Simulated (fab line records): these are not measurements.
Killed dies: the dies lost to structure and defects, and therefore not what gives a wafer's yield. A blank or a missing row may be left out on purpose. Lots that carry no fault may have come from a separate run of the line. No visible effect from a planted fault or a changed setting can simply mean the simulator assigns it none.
Matching of chambers ; flow n5_finfet ; N5_ILD0_CMP_12 on cmp-04: 4 sister chambers
The step polishes SiNx, stops on poly-Si, t overpolish 6 s, target thk 17.67 nm. 4 wafers are shown with their chamber, then 7 later ones without.

== WAFERS PAIRED WITH THEIR CHAMBERS ==
wafer;chamber;motor_current_A (A)
L083.4;0;9.0
L091.1;1;9.1
L091.6;3;12.0
L092.5;2;8.2

== WAFERS WITH NO CHAMBER GIVEN ==
wafer;motor_current_A (A)
L092.6;9.5
L095.1;9.0
L095.4;12.0
L095.5;12.2
L097.4;11.7
L097.5;8.4
L097.6;8.9

== CHAMBER TAKEN BY EACH ==
wafer;from the rows above;in truth
L092.6;can't be placed: 1 or 0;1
L095.1;can't be placed: 0 or 1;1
L095.4;3;3
L095.5;3;3
L097.4;3;3
L097.5;can't be placed: 2 or 0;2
L097.6;can't be placed: 0 or 1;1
Placed correctly: 3 of 7. Unplaceable from these rows: 4, with the true chamber sitting among the candidates in 4. 0 placed wrongly.
How it was worked out, from the rows above alone: a wafer's distance from a chamber is the root of the sum, over the readings, of the square of ((its reading less the chamber's mean) divided by the reading's scatter). The wafer belongs to the nearest chamber; if the next one is less than 2 further off, it can't be placed. A chamber's mean is the mean of its shown wafers. The scatter (one wafer shown for each chamber): square how far every hidden wafer sits from the nearest shown wafer, average those squares and take the square root.
